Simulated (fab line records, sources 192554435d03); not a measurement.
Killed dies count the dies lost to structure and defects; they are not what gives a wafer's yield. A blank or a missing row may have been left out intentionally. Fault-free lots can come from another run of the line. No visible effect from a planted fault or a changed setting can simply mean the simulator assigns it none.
Matching of chambers    flow n5_finfet    4 sister chambers for N5_MOL_CONTACT_COAG_ETCH_66 on rie_diel-03
The step etches SiARC in CF4, target depth 13 nm, time 21.7 s. 4 wafers are shown with their chamber, then 12 later ones without.

== WAFERS, EACH WITH ITS CHAMBER ==
wafer   chamber  showerhead_plenum_p_Torr (Torr)
L082.4  2        2.17
L085.2  3        2.05
L085.3  0        2.22
L085.6  1        2.15

== WAFERS WITH NO CHAMBER GIVEN ==
wafer   showerhead_plenum_p_Torr (Torr)
L091.3  2.15
L091.5  2.16
L091.6  2.05
L092.3  2.16
L092.4  2.15
L092.6  2.16
L093.1  2.22
L093.2  2.16
L093.4  2.15
L097.2  2.30
L097.4  2.21
L097.5  2.14

== EACH ONE'S CHAMBER ==
wafer    from the rows above       in truth
L091.3   can't be placed: 1 or 2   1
L091.5   can't be placed: 2 or 1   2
L091.6   3                         3
L092.3   can't be placed: 2 or 1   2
L092.4   can't be placed: 1 or 2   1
L092.6   can't be placed: 2 or 1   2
L093.1   0                         0
L093.2   can't be placed: 2 or 1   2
L093.4   can't be placed: 1 or 2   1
L097.2   0                         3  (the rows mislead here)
L097.4   can't be placed: 0 or 2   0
L097.5   can't be placed: 1 or 2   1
Correctly placed: 2 of 12. Unplaceable from these rows: 9, with the true chamber sitting among the candidates in 9. Wrongly placed: 1.
How it was worked out, from the rows above alone: a wafer's distance from a chamber is the root of the sum, over the readings, of the square of ((its reading less the chamber's mean) divided by the reading's scatter). The wafer belongs to the nearest chamber; if the next one is less than 2 further off, it can't be placed. Each chamber's mean is taken over the wafers shown for it. The scatter: with one shown wafer a chamber, the root of the mean of the squares of how far each hidden wafer lies from its nearest shown one.
